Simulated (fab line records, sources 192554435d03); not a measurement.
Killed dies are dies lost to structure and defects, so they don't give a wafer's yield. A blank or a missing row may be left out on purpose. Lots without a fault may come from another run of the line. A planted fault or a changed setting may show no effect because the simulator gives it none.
fab line records | flow n5_finfet
record lots=9 wafers=27 last_day=18
route steps=1938 shown BEOL_M0_SAQP@678 BEOL_M4@1111 PASSIVATION@1936
lots that met no fault: from a run of the same line without faults
start_h: hours from the record's first day to the start of the lot's first wafer shown | wait_h: hours since the lot's step before | " the same as in the row above | L1.1+2: a row that stands for several wafers | - no value, or no start given | * or withheld: withheld | < > ~ a bound
route shown NAME@n: a module of which the file shows steps, and the number in the route of the first | usual: mean/standard deviation of fault-free wafers | same: alike in all rows | chamber/n: place in a boat | sites: the reading at each site | _std_site: their standard deviation | _edge_site: outer sites' mean less inner sites' | radius_mm: how far each site lies from the wafer's centre | mask NAME#n: copy n | behind: the tool/chamber that last shaped the wafer | hold: why the lot was held/for how many hours/how that ended | device: the transistor (n, p or np) that didn't switch | end of line: the same wafers' tests at the end of the route | a step without rows: its recipe alone | killed: dies lost to structure and defects at the first sort, not the wafer's yield | map: a wafer's dies, x killed, . not, _ none there
set.NAME: the setting as run; set.NAME@STEP: as run at that earlier step | model.NAME: the simulator's own value behind a step, which no gauge read
steps of the route over a sample of lots; a table a step, a row a wafer
services: from which hour (start_h, from the record's first day; less than 0 if before it) a tool's chamber was out of use, for how many hours, and why
## steps
# step N5_BEOL_M0_SAQP_MANDREL2_REMOVE_110
# recipe chemistry=HBr/Cl2/O2 bt_time_s=10 target=a-Si stop_on=SiCN endpoint=OES-SiCl over_etch_frac=1 icp_w=600 bias_w=30 HBr_flow_sccm=150 Cl2_flow_sccm=80 O2_flow_sccm=5 pressure_mtorr=10
# usual drypump_motor_current_A=5.8/0.42 oes_product_au=0.992/0.014 throttle_valve_pct=36.83/0.26
# columns lot.wafer tool chamber start_h wait_h drypump_motor_current_A oes_product_au rf_hours_counter_h throttle_valve_pct
L654.1 rie_si-05 2 126.11 0.1 5.6 0.982 184 36.83
L654.2 " 1 " " 6.4 0.966 132 36.92
L654.6 " 2 " " 5.6 0.983 - 36.83
L653.3 rie_si-02 1 131.34 0.1 5.8 0.980 95 37.21
L653.5 " 1 " " 5.8 0.991 - 37.22
L653.6 " 2 " " 5.2 0.985 - 37.13
L655.4 rie_si-05 1 131.87 0.1 6.5 0.983 133 36.92
L655.5 " 0 " " 6.4 0.985 - 36.52
L655.6 " 3 " " 5.6 1.014 - 36.81
L656.2 rie_si-04 3 137.20 0.1 5.1 1.002 165 36.38
L656.5 " 1 " " 5.5 1.004 - 36.55
L656.6 " 2 " " 6.2 0.996 - 36.97
L663.2 rie_si-04 2 180.03 0.1 6.2 0.986 160 36.97
L663.3 " 0 " " 5.9 0.975 7 36.73
L663.5 " 0 " " 5.9 0.990 - 36.71
L665.1 rie_si-05 3 193.97 0.1 5.7 1.006 146 36.83
L665.5 " 2 " " 5.6 0.969 - 36.81
L665.6 " 1 " " 6.4 0.970 - 36.93
L667.1 rie_si-04 3 202.62 0.1 5.0 0.996 166 36.37
L667.5 " 1 " " 5.5 1.011 - 36.54
L667.6 " 2 " " 6.2 0.994 - 36.96
L669.1 rie_si-05 1 210.03 0.1 6.4 0.969 134 36.92
L669.3 " 3 " " 5.7 1.005 146 36.82
L669.4 " 0 " " 6.4 0.986 79 36.52
L675.1 rie_si-04 1 240.95 0.1 5.4 1.006 69 36.55
L675.2 " 3 " " 5.1 0.996 167 36.34
L675.4 " 0 " " 5.9 0.974 8 36.73
# step N5_BEOL_M0_SAQP_CD_MEAS_29
# recipe target_cd_nm=14.4 landing_energy_ev=1000 detector=se_inlens
# usual cd_nm=14.99/0.21
# columns lot.wafer tool chamber start_h wait_h cd_nm
L654.1 cd_sem-02 0 126.22 0.1 14.88
L654.2 " 0 " " 14.96
L654.6 " 0 " " 14.87
L653.3 cd_sem-01 0 131.45 0.1 14.89
L653.5 " 0 " " 15.00
L653.6 " 0 " " 15.22
L655.4 cd_sem-02 0 131.98 0.1 15.02
L655.5 " 0 " " 15.19
L655.6 " 0 " " 15.12
L656.2 cd_sem-03 0 137.31 0.1 14.89
L656.5 " 0 " " 15.35
L656.6 " 0 " " 15.26
L663.2 cd_sem-03 0 180.14 0.1 14.80
L663.3 " 0 " " 14.65
L663.5 " 0 " " 14.84
L665.1 cd_sem-02 0 194.08 0.1 15.12
L665.5 " 0 " " 15.11
L665.6 " 0 " " 14.88
L667.1 cd_sem-03 0 202.73 0.1 15.23
L667.5 " 0 " " 15.03
L667.6 " 0 " " 15.26
L669.1 cd_sem-01 0 210.14 0.1 14.93
L669.3 " 0 " " 14.88
L669.4 " 0 " " 14.85
L675.1 cd_sem-03 0 241.06 0.1 14.86
L675.2 " 0 " " 15.04
L675.4 " 0 " " 14.95
# step N5_BEOL_M0_SAQP_CUT_ETCH_46
# recipe chemistry=N2/H2 target=SOC target_depth_a=1350 overetch_a=270 temp_c=40 time_s=202.5 ion_energy_ev=200 mask_material=SiARC pressure_mtorr=30 source_w=840 bias_w=150 n2_flow_sccm=200 h2_flow_sccm=200
# usual drypump_motor_current_A=5.6/0.47 n2_flow_sccm=200.1/0.66 rf_fwd_power_W=837.9/2.6 rf_vpp_V=524/3.1 showerhead_plenum_p_Torr=2.56/0.11 throttle_valve_pct=17.94/0.21
# columns lot.wafer tool chamber start_h wait_h drypump_motor_current_A n2_flow_sccm rf_fwd_power_W rf_hours_counter_h rf_vpp_V showerhead_plenum_p_Torr throttle_valve_pct
L654.1 rie_diel-04 1 126.90 0.0 5.2 200.0 842.7 206 522 2.51 17.80
L654.2 " 2 " " 6.2 200.4 831.4 21 529 2.71 17.97
L654.6 " 0 " " 4.8 200.4 834.5 - 520 2.41 18.04
L653.3 rie_diel-04 2 131.97 0.0 6.1 199.8 836.7 23 529 2.70 17.99
L653.5 " 0 " " 4.8 200.9 841.1 - 520 2.41 18.03
L653.6 " 3 " " 6.2 198.8 835.9 - 522 2.48 18.21
L655.4 rie_diel-05 1 132.49 0.0 6.3 199.8 837.3 183 524 2.55 18.25
L655.5 " 2 " " 5.5 200.0 839.3 - 522 2.47 17.86
L655.6 " 1 " " 6.3 200.8 838.9 - 522 2.55 18.24
L656.2 rie_diel-05 1 137.83 0.0 6.3 200.3 837.8 185 523 2.55 18.22
L656.5 " 2 " " 5.5 200.3 838.2 - 522 2.47 17.83
L656.6 " 3 " " 5.9 201.1 837.4 - 529 2.71 17.63
L663.2 rie_diel-04 2 180.68 0.0 6.2 198.9 835.7 38 528 2.70 18.00
L663.3 " 3 " " 6.2 199.8 831.5 120 521 2.47 18.23
L663.5 " 3 " " 6.2 200.2 835.0 - 522 2.47 18.28
L665.1 rie_diel-04 3 195.43 0.0 6.2 200.2 839.0 124 523 2.47 18.25
L665.5 " 1 " " 5.2 200.9 838.0 - 522 2.50 17.84
L665.6 " 2 " " 6.1 200.6 839.2 - 529 2.70 18.02
L667.1 rie_diel-04 3 203.24 0.0 6.2 199.4 634.3 126 571 2.47 18.27
L667.5 " 1 " " 5.2 199.8 840.5 - 523 2.50 17.86
L667.6 " 2 " " 6.1 199.8 833.4 - 528 2.70 18.03
L669.1 rie_diel-04 3 212.12 0.0 6.2 200.6 633.6 129 571 2.47 18.24
L669.3 " 0 " " 4.8 200.1 838.1 15 529 2.72 17.63
L669.4 " 2 " " 6.2 199.4 839.0 47 529 2.69 18.04
L675.1 rie_diel-05 0 241.58 0.0 5.4 201.2 837.0 239 519 2.42 18.18
L675.2 " 3 " " 5.9 200.1 838.4 58 528 2.70 17.71
L675.4 " 0 " " 5.4 201.0 834.3 - 520 2.42 18.19
# step N5_BEOL_M0_SAQP_ALD_48
# recipe material=SiO2 target_thk_a=200 temp_c=100 ald_precursor_family=BDEAS ald_co_reactant=O2-plasma pulse_time_s=1 co_reactant_pulse_time_s=1 purge_time_s=2 co_reactant_purge_time_s=2 ald_cycles=139 pressure_torr=2
# usual heater_power_outer_w=42/3.8 heater_power_w=81/6.8 precursor_pulse_height_rel=0.999/0.019
# columns lot.wafer tool chamber start_h wait_h heater_power_outer_w heater_power_w precursor_pulse_height_rel since_wet_clean_h
L654.1 ald_sin-04 0 127.10 0.0 45 87 0.999 28
L654.2 " 3 " " 37 65 0.993 28
L654.6 " 3 " " 37 68 1.013 -
L653.3 ald_sin-04 3 132.17 0.0 36 66 0.971 33
L653.5 " 3 " " 36 66 1.030 -
L653.6 " 0 " " 46 89 0.995 -
L655.4 ald_sin-04 2 132.69 0.0 39 79 1.028 34
L655.5 " 2 " " 39 77 0.992 -
L655.6 " 3 " " 35 67 0.989 -
L656.2 ald_sin-01 3 138.26 0.3 42 78 0.993 212
L656.5 " 2 " " 42 83 0.973 -
L656.6 " 3 " " 43 77 0.998 -
L663.2 ald_sin-02 2 180.88 0.0 47 84 1.021 172
L663.3 " 0 " " 46 88 0.982 172
L663.5 " 1 " " 39 76 0.982 -
L665.1 ald_sin-02 1 195.90 0.3 40 76 0.992 187
L665.5 " 2 " " 47 86 1.027 -
L665.6 " 1 " " 40 76 1.000 -
L667.1 ald_sin-01 2 203.44 0.0 42 81 0.986 277
L667.5 " 2 " " 43 82 0.996 -
L667.6 " 3 " " 44 78 1.004 -
L669.1 ald_sin-02 2 212.36 0.1 48 83 0.997 203
L669.3 " 1 " " 40 75 0.978 203
L669.4 " 3 " " 51 91 1.010 203
L675.1 ald_sin-04 3 241.78 0.0 37 66 0.978 143
L675.2 " 1 " " 43 80 1.002 143
L675.4 " 3 " " 36 67 1.005 -
# step N5_BEOL_M4_RC_MEAS_101
# usual DIBL_N=36.4/1.6 DIBL_P=36.2/1.8 IOFF_N=0.159/0.029 IOFF_P=0.21/0.034 ION_N=670/12 ION_P=459/8.2 SS_N=71.5/0.59 SS_P=73.2/0.54 VT_N=250/3.3 VT_P=-250/3.7
# columns lot.wafer tool chamber start_h wait_h DIBL_N[mV/V] DIBL_P[mV/V] IOFF_N[nA/um] IOFF_P[nA/um] ION_N[uA/um] ION_P[uA/um] SS_N[mV/dec] SS_P[mV/dec] VT_N[mV] VT_P[mV]
L654.1 prober-02 0 185.72 0.0 34.2 33.1 0.127 0.17 658 450 71.2 73.0 253 -252
L654.2 " 0 " " 34.8 34.2 0.133 0.19 660 454 70.8 73.5 252 -252
L654.6 " 0 " " 36.8 35.6 0.163 0.21 668 462 72.0 72.5 252 -250
L653.3 prober-02 0 188.80 0.3 35.8 37.4 0.150 0.20 673 460 71.2 73.4 248 -251
L653.5 " 0 " " 36.6 37.3 0.153 0.20 659 447 71.3 73.6 251 -252
L653.6 " 0 " " 36.6 37.5 0.164 0.21 671 459 71.5 73.1 251 -254
L655.4 prober-02 0 204.10 0.5 34.8 33.3 0.133 0.20 674 465 70.2 73.3 252 -249
L655.5 " 0 " " 37.0 35.7 0.170 0.24 685 464 71.5 72.6 248 -247
L655.6 " 0 " " 36.3 34.5 0.144 0.22 658 459 71.6 73.3 252 -247
L656.2 prober-02 0 209.13 0.2 38.1 36.5 0.204 0.25 697 472 72.2 73.0 248 -247
L656.5 " 0 " " 39.7 38.4 0.260 0.31 698 477 72.9 73.5 243 -241
L656.6 " 0 " " 37.4 35.3 0.191 0.24 683 469 72.1 73.2 247 -247
L663.2 prober-02 0 251.78 0.2 37.8 38.0 0.182 0.23 673 463 71.8 73.8 250 -252
L663.3 " 0 " " 37.7 36.4 0.181 0.19 684 456 72.6 73.7 249 -254
L663.5 " 0 " " 35.8 34.1 0.142 0.16 659 445 71.4 72.9 253 -255
L667.5 prober-02 0 259.01 0.6 35.2 35.1 0.126 0.18 668 461 70.8 72.8 254 -252
L667.6 " 0 " " 36.1 32.9 0.127 0.15 643 445 72.0 72.8 256 -255
L665.1 prober-01 0 272.43 0.0 36.2 35.0 0.141 0.21 664 462 71.5 73.0 252 -249
L665.5 " 0 " " 36.7 34.4 0.149 0.19 656 459 71.7 72.9 253 -251
L665.6 " 0 " " 35.9 33.1 0.131 0.19 669 460 70.6 72.8 250 -251
L669.1 prober-01 0 288.03 0.0 32.9 34.3 0.119 0.18 657 457 70.4 72.8 251 -251
L669.3 " 0 " " 34.7 34.9 0.137 0.19 665 458 70.4 73.4 253 -250
L669.4 " 0 " " 33.8 33.9 0.137 0.18 670 464 70.4 73.3 250 -250
L675.1 prober-01 0 331.48 0.0 36.1 37.1 0.157 0.22 657 458 71.7 73.4 253 -250
L675.2 " 0 " " 37.3 39.1 0.196 0.26 689 472 71.7 73.6 247 -248
L675.4 " 0 " " 33.1 34.9 0.117 0.19 652 460 70.8 72.5 253 -250
# step N5_PASSIVATION_PROBE_49
# usual defect_limited_yield=91.1/1.5 killed_at_M0_to_M3=33/9.9 killed_at_M4_up=14/5.2 killed_at_contacts=12/6.7 killed_at_front_end=43/13 killed_at_other=3.4/2.7 killed_dies=105/17 killed_open=69/13 killed_short=33/7.5 sort_bin_5_function=5.2/0.91 sort_bin_6_memory=3.3/0.71 sort_bin_8_speed=0.00/0.032 sort_n_pass=1075/17 sort_yield_pct=91.1/1.5
# same gross_dies=1180 killed_at_back_side=0 sort_bin_4_leakage[%]=0
# columns lot.wafer tool chamber start_h wait_h defect_limited_yield[%] killed_at_M0_to_M3 killed_at_M4_up killed_at_contacts killed_at_front_end killed_at_other killed_dies killed_open killed_short sort_bin_5_function[%] sort_bin_6_memory[%] sort_bin_8_speed[%] sort_n_pass sort_yield_pct[%]
L663.2 prober-01 - 356.44 0.1 91.4 33 11 20 37 1 102 70 32 5.3 3.2 0 1078 91.4
L663.3 prober-01 - 356.49 0.1 90.8 34 12 19 39 4 108 71 35 5.8 3.1 0 1072 90.8
L663.5 prober-01 - 356.59 0.2 88.1 41 12 31 52 5 141 91 50 7.0 4.3 0 1039 88.1
L667.1 prober-02 - 360.23 0.0 31.1 755 9 16 30 3 813 64 39 65.8 3.0 0 367 31.1
L667.5 prober-02 - 360.43 0.2 92.1 32 17 10 28 6 93 58 33 5.2 2.4 0 1087 92.1
L667.6 prober-02 - 360.48 0.3 92.5 29 10 21 28 1 89 57 32 5.1 2.5 0.17 1089 92.3
L665.1 prober-02 - 370.08 0.0 90.0 24 14 22 56 2 118 76 42 5.7 4.2 0 1062 90.0
L665.5 prober-02 - 370.28 0.2 91.8 26 8 17 43 3 97 71 26 4.6 3.6 0 1083 91.8
L665.6 prober-02 - 370.33 0.3 89.7 33 14 23 49 3 122 85 37 5.8 4.0 0 1058 89.7
L669.1 prober-01 - 396.81 0.0 90.4 41 27 23 19 3 113 86 26 5.8 3.5 0 1067 90.4
L669.3 prober-01 - 396.91 0.1 88.6 37 21 29 38 9 134 94 38 6.7 4.2 0 1046 88.6
L669.4 prober-01 - 396.96 0.2 92.3 30 22 19 18 2 91 70 19 5.0 2.5 0 1089 92.3
# killed by level:class
L663.2 MOL_CONTACT_COAG:geometric_particle:open=15 FIN_SAQP:geometric_particle:open=14 BEOL_M3:geometric_particle:open=9 BEOL_M1:geometric_particle:open=8 FIN_SAQP:geometric_particle:short=6 BEOL_M0_SAQP:geometric_particle:short=6 BEOL_M4:geometric_particle:open=6 MOL_CONTACT_COAG:geometric_particle:short=5
L663.3 STI_FIN_REVEAL:geometric_particle:open=13 MOL_CONTACT_COAG:geometric_particle:open=12 BEOL_M3:geometric_particle:open=9 MOL_CONTACT_COAG:geometric_particle:short=7 BEOL_M0_SAQP:geometric_particle:open=6 GATE_CUT:geometric_particle:open=5 BEOL_M0_SAQP:geometric_particle:short=5 BEOL_M5:geometric_particle:open=5
L663.5 MOL_CONTACT_COAG:geometric_particle:open=26 STI_FIN_REVEAL:geometric_particle:open=21 BEOL_M0_SAQP:geometric_particle:open=10 BEOL_M0_SAQP:geometric_particle:short=9 FIN_SAQP:geometric_particle:short=7 BEOL_M3:geometric_particle:open=7 FIN_SAQP:geometric_particle:open=5 STI_FIN_REVEAL:geometric_particle:short=5
L667.1 BEOL_M0_SAQP:area_etch=708 BEOL_M0_SAQP:geometric_particle:short=13 BEOL_M2:geometric_particle:open=12 MOL_CONTACT_COAG:geometric_particle:open=11 BEOL_M0_SAQP:geometric_particle:open=8 BEOL_M1:geometric_particle:open=8 FIN_SAQP:geometric_particle:open=7 FIN_SAQP:geometric_particle:short=6
L667.5 BEOL_M2:geometric_particle:open=11 FIN_SAQP:geometric_particle:short=8 BEOL_M1:geometric_particle:open=8 BEOL_M4:geometric_particle:open=8 FIN_SAQP:geometric_particle:open=7 MOL_CONTACT_COAG:geometric_particle:open=6 MIM_TOP_ETCH:geometric_particle:short=5 MOL_CONTACT_COAG:geometric_particle:short=4
L667.6 MOL_CONTACT_COAG:geometric_particle:open=19 FIN_SAQP:geometric_particle:short=8 BEOL_M0_SAQP:geometric_particle:short=6 FIN_SAQP:geometric_particle:open=5 BEOL_M1:geometric_particle:open=5 STI_FIN_REVEAL:geometric_particle:open=4 BEOL_M0_SAQP:geometric_particle:open=4 BEOL_M2:geometric_particle:open=4
L665.1 MOL_CONTACT_COAG:geometric_particle:open=22 STI_FIN_REVEAL:geometric_particle:open=18 FIN_SAQP:geometric_particle:short=13 FIN_SAQP:geometric_particle:open=12 BEOL_M0_SAQP:geometric_particle:short=11 BEOL_M4:geometric_particle:open=7 BEOL_M2:geometric_particle:short=5 BEOL_M0_SAQP:geometric_particle:open=3
L665.5 STI_FIN_REVEAL:geometric_particle:open=29 MOL_CONTACT_COAG:geometric_particle:open=13 BEOL_M2:geometric_particle:open=7 BEOL_M0_SAQP:geometric_particle:open=6 BEOL_M0_SAQP:geometric_particle:short=5 BEOL_M3:geometric_particle:open=5 MOL_CONTACT_COAG:geometric_particle:short=4 STARTING-WAFER:geometric_particle:short=3
L665.6 FIN_SAQP:geometric_particle:open=18 MOL_CONTACT_COAG:geometric_particle:open=16 STI_FIN_REVEAL:geometric_particle:open=13 BEOL_M2:geometric_particle:open=11 MOL_CONTACT_COAG:geometric_particle:short=7 BEOL_M0_SAQP:geometric_particle:short=5 BEOL_M3:geometric_particle:short=5 BEOL_M6:geometric_particle:open=5
L669.1 MOL_CONTACT_COAG:geometric_particle:open=17 BEOL_M0_SAQP:geometric_particle:open=13 BEOL_M2:geometric_particle:open=12 BEOL_M4:geometric_particle:open=12 MOL_CONTACT_COAG:geometric_particle:short=6 BEOL_M1:geometric_particle:open=5 BEOL_M4:geometric_particle:short=5 STI_FIN_REVEAL:geometric_particle:open=4
L669.3 MOL_CONTACT_COAG:geometric_particle:open=26 BEOL_M3:geometric_particle:open=13 STI_FIN_REVEAL:geometric_particle:open=9 BEOL_M0_SAQP:geometric_particle:short=7 BEOL_M4:geometric_particle:open=7 BEOL_M0_SAQP:geometric_particle:open=6 FIN_SAQP:geometric_particle:short=5 FIN_SAQP:geometric_particle:open=4
L669.4 MOL_CONTACT_COAG:geometric_particle:open=16 BEOL_M4:geometric_particle:open=12 BEOL_M3:geometric_particle:open=7 BEOL_M0:geometric_particle:open=6 STI_FIN_REVEAL:geometric_particle:open=5 BEOL_M2:geometric_particle:open=5 BEOL_M0_SAQP:geometric_particle:short=4 MOL_CONTACT_COAG:geometric_particle:short=3
## services
# columns tool chamber start_h hours kind
rie_si-04 0 115.10 8.9 repair
rie_si-02 3 117.12 13.7 repair
rie_si-04 1 121.01 2.2 repair
rie_diel-04 3 138.80 6.5 repair
rie_si-05 2 142.14 3.9 repair
rie_diel-04 0 145.27 - clean
rie_diel-04 0 145.27 - consumable_replace:focus_ring
rie_diel-04 0 145.27 - consumable_replace:showerhead
rie_diel-04 0 145.27 22.0 scheduled_down
rie_diel-04 0 145.27 22.0 vent_cycle
ald_sin-02 0 148.67 4.0 repair
ald_sin-04 3 162.91 8.3 repair
rie_si-02 2 174.01 5.7 repair
rie_si-05 1 181.31 7.4 repair
rie_si-04 0 188.08 19.6 repair
rie_diel-05 - 207.71 14.6 pm
rie_si-02 2 229.42 11.0 repair
rie_si-05 - 229.70 14.6 pm
ald_sin-04 0 230.11 12.6 repair
rie_diel-05 1 238.66 19.1 repair
## key
first_sign step=N5_BEOL_M0_SAQP_CUT_ETCH_46 reading=rf_fwd_power_W direction=down sigmas=77 usual=* struck=*
effect step=N5_BEOL_M0_SAQP_CUT_ETCH_46 reading=rf_vpp_V direction=up sigmas=15 usual=524 struck=571
effect step=N5_PASSIVATION_PROBE_49 reading=killed_at_M0_to_M3 direction=up sigmas=37 usual=33 struck=398 wafers_moved=1
more_kills_born_at N5_BEOL_M0_SAQP_CUT_ETCH_46@rie_diel-04=708
met_at N5_BEOL_M0_SAQP_CUT_ETCH_46
struck_lots L667,L669
struck_wafers L667.1,L669.1
later_rows_left_out L667.1
not_acting_at N5_BEOL_M0_SAQP_MANDREL2_REMOVE_110,N5_BEOL_M0_SAQP_CD_MEAS_29,N5_BEOL_M0_SAQP_ALD_48
onset_between 195.43 203.24
fault kind=process_parameter_drift tool=rie_diel-04 chamber=3 onset_h=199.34 steps=N5_BEOL_M0_SAQP_CUT_ETCH_46 channel=source_w offset=-201.6 shape=step end_h=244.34 acts_in=these_recipes_only stated=840
# later_rows_left_out: the simulator's readings of these wafers behind a module that went badly wrong aren't trusted and aren't shown, but for the sort
